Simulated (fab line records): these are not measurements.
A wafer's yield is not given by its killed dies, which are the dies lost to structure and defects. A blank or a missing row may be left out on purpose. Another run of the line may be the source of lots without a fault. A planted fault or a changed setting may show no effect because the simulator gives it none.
Chamber matching ; flow n5Finfet ; N5_FIN_SAQP_ETCH_34 on rieDiel-01 has 4 sister chambers
The step etches SiO2 in C4F6/O2, target depth 45 nm, time 15 s. 22 wafers are shown with their chamber, then 11 later ones without.

== WAFERS WITH THEIR CHAMBER ==
wafer;chamber;drypumpMotorCurrentA (A);showerheadPlenumPTorr (Torr);throttleValvePct (%)
L075.1;2;6.4;2.93;20.64
L075.4;3;5.3;2.81;21.04
L075.6;3;5.2;2.81;21.04
L078.1;3;5.2;2.81;21.05
L078.3;1;5.1;2.85;20.86
L078.4;0;4.9;2.77;21.03
L081.3;1;5.1;2.84;20.87
L081.5;1;5.1;2.84;20.87
L081.6;2;6.4;2.92;20.66
L082.4;3;5.2;2.81;21.05
L082.5;0;4.9;2.76;21.04
L082.6;3;5.3;2.81;21.05
L084.3;1;5.1;2.84;20.88
L084.4;0;4.9;2.76;21.03
L084.5;1;5.1;2.84;20.89
L086.1;2;6.5;2.92;20.70
L086.3;3;5.2;2.80;21.06
L086.5;2;6.4;2.92;20.68
L088.2;1;5.1;2.84;20.90
L088.4;3;5.2;2.80;21.06
L088.5;3;5.2;2.80;21.07
L091.3;3;5.3;2.80;21.09

SIGNATURES, as means of the wafers listed above
reading;chamber 0;chamber 1;chamber 2;chamber 3;scatter within a chamber
drypumpMotorCurrentA;4.900;5.100;6.425;5.233;0.0391
showerheadPlenumPTorr;2.7633;2.8417;2.9225;2.8056;0.00498
throttleValvePct;21.0333;20.8783;20.6700;21.0567;0.0169
Rule: a wafer's distance from a chamber is the root of the sum, over the readings, of the square of ((its reading less the chamber's mean) divided by the reading's scatter). The wafer belongs to the nearest chamber; if the next one is less than 2 further off, it can't be placed. How the scatter is found: for the shown wafers, subtract from each reading the mean of its chamber, square and add these, divide the total by (wafers less chambers), then take the root.

== WAFERS MISSING THEIR CHAMBER ==
wafer;drypumpMotorCurrentA (A);showerheadPlenumPTorr (Torr);throttleValvePct (%)
L091.5;4.9;2.75;21.08
L091.6;5.3;2.80;21.08
L095.1;5.0;2.83;20.94
L095.4;5.2;2.80;21.11
L095.5;6.5;2.91;20.71
L096.1;5.1;2.83;20.93
L096.2;5.2;2.79;21.10
L096.5;5.1;2.83;20.91
L097.2;6.4;2.91;20.70
L097.3;4.9;2.75;21.08
L097.5;5.2;2.79;21.09

== EACH ONE'S CHAMBER ==
wafer;from the rows above;in truth
L091.5;0;0
L091.6;3;3
L095.1;1;1
L095.4;3;3
L095.5;2;2
L096.1;1;1
L096.2;3;3
L096.5;1;1
L097.2;2;2
L097.3;0;0
L097.5;3;3
Placed correctly: 11 of 11. From these rows, 0 cannot be placed. Wrongly placed: 0.
